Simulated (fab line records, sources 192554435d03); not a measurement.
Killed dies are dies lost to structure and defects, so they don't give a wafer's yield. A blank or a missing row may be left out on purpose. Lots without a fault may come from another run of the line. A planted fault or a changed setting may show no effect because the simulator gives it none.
One fault seen from 2 desks | flow n5_finfet | each desk has only its own numbers; what lay behind them comes last

THE TOOL OWNER'S DESK: cvd_w-02
The tool's own readings at N5_HKMG_FIN_ALD_72 (deposits W, target thk 2 nm, pulse time 1 s, purge time 2 s): means of the sampled wafers that have a number, for each lot that ran on this tool. A lot is out of limits, marked OUT, if its mean lies more than 4 standard deviations from the usual mean; the brackets give that distance.
Columns: A = heater_power_w at N5_HKMG_FIN_ALD_72, usual 452 W; B = precursor_pulse_height_rel at N5_HKMG_FIN_ALD_72, usual 0.998
lot  | first seen here | A   | B
L672 | day 5 17:05     | 458 | 1.006
L673 | day 5 19:41     | 452 | 1.002
L684 | day 8 12:38     | 448 | 1.020
This desk's finding: nothing out of limits on any of the 3 lots.

THE METROLOGY DESK
What the gauges read, lot by lot, whatever tool the lot ran on: means of the sampled wafers that have a number. A lot is out of limits, marked OUT, if its mean lies more than 4 standard deviations from the usual mean; the brackets give that distance. Of its 10 readings 7 are shown: those that lie furthest out on some lot.
Columns: A = IOFF_P at N5_BEOL_M4_RC_MEAS_101, usual 0.21 nA/um; B = ION_N at N5_BEOL_M4_RC_MEAS_101, usual 673 uA/um; C = ION_P at N5_BEOL_M4_RC_MEAS_101, usual 461 uA/um; D = SS_N at N5_BEOL_M4_RC_MEAS_101, usual 71.4 mV/dec; E = SS_P at N5_BEOL_M4_RC_MEAS_101, usual 73.2 mV/dec; F = VT_N at N5_BEOL_M4_RC_MEAS_101, usual 250 mV; G = VT_P at N5_BEOL_M4_RC_MEAS_101, usual -250.9 mV
lot  | first seen here | A    | B   | C   | D    | E    | F   | G
L673 | day 9 23:02     | 0.20 | 677 | 463 | 71.7 | 73.9 | 251 | -251.5
L672 | day 10 02:10    | 0.20 | 678 | 464 | 71.3 | 73.6 | 251 | -252.9
L678 | day 10 11:14    | 0.23 | 665 | 459 | 70.9 | 73.5 | 253 | -249.5
L684 | day 12 15:53    | 0.19 | 678 | 460 | 70.9 | 73.3 | 249 | -252.1
L685 | day 12 22:37    | 0.21 | 662 | 456 | 71.6 | 72.9 | 254 | -250.8
L689 | day 14 08:02    | 0.20 | 667 | 462 | 71.1 | 73.1 | 252 | -251.9
This desk's finding: nothing out of limits on any of the 6 lots.

PUT TOGETHER
The tool owner's desk saw nothing out of limits.
The metrology desk saw nothing out of limits.

WHAT THE SIMULATOR HAD PUT IN
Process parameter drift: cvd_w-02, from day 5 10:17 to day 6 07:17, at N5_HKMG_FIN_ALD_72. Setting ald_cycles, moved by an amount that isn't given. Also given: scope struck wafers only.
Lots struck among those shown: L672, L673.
